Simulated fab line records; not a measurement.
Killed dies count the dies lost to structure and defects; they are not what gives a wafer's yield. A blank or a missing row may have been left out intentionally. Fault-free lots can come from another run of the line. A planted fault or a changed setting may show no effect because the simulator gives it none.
Code-filled problem report in 8D (eight disciplines) form / flow nand harc / the parts of the form that need people (team, actions taken, sign-off) are left out

== 1. PROBLEM STATEMENT ==
run length s at NHARC_A_CONTACT_ETCH_76 reads a mean of 352.2 s on 3 wafers of 2 lots; wafers without a fault read 496.6 s with a standard deviation of 0.56. That is -99 or more standard deviations from the usual mean.
The step: etches the open film in N2/H2, target depth 260 nm, time 475.3 s.
First observed at day 21 05:34: wafer L368.4, on rie diel-11. The record holds 40 wafers of 14 lots with a number at this step. Rule for "out", or "out of limits": more than 4 standard deviations from the usual mean. The other wafers with a number count as sound.

== 2. WHAT IT IS; WHAT IT IS NOT ==
question=which readings at this step | is=run length s | is not=drypump motor current A, rf vpp V, showerhead plenum p Torr
question=which lots | is=L368, L369 | is not=L350, L351, L352, L353, L354, L355, L356, L357, L358, L360, L361, L364
question=which wafers of those lots | is=L368.3, L368.4, L369.4 | is not=L369.6
question=read on which tools | is=rie diel-11 | is not=rie diel-12, rie diel-13
question=when | is=from day 21 05:34 | is not=up to then (36 sound wafers); but 1 sound wafer of L369 came after

== 3. THE SUSPECTS, EACH WITH WHAT RULES IT OUT ==
Counting: any tool at a process step up to the reading remains a suspect provided it ran every lot that is out. Sound lots after the first of them don't rule it out here, since some wafers of a struck lot are sound.
- rie diel-11 at NHARC_A_CONTACT_ETCH_76 (etches the open film in N2/H2, target depth 260 nm, time 475.3 s): kept. Every lot that is out went through it, the first being L368 (day 21 05:34); the last sound lot it ran before that was L364 (day 20 16:04). On those wafers its own readings are out: run length s.
The count leaves rie diel-11 at NHARC_A_CONTACT_ETCH_76.

== 4. THE CAUSE (what the simulator had put in) ==
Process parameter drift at NHARC_A_CONTACT_ETCH_76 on rie diel-11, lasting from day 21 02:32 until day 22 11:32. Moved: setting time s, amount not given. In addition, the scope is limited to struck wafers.
After counting, this tool was the only one left.

== 5. THE EFFECT CHAIN, in route order ==
Rows list readings where the struck wafers' mean (over those with a number) sits beyond 3 standard deviations from the usual. Scope: only readings with a usual standard deviation given in the record; hours: median across lots of the time from each lot's start at the first step in this table that gives one to its start at this step; sigmas: change in usual standard deviations.
hours=0; step=NHARC_A_CONTACT_ETCH_76; reading=run length s; usual=496.6 s; on struck wafers=352.2; change=-144.4; sigmas=-99 or more
Here are the process steps it includes:
- NHARC_A_CONTACT_ETCH_76: etches the open film in N2/H2, target depth 260 nm, time 475.3 s.

== 6. WHAT WOULD HAVE CAUGHT IT SOONER ==
First out-of-limits reading in this record: day 21 05:34, which is 3 hours after fault onset at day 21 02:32.
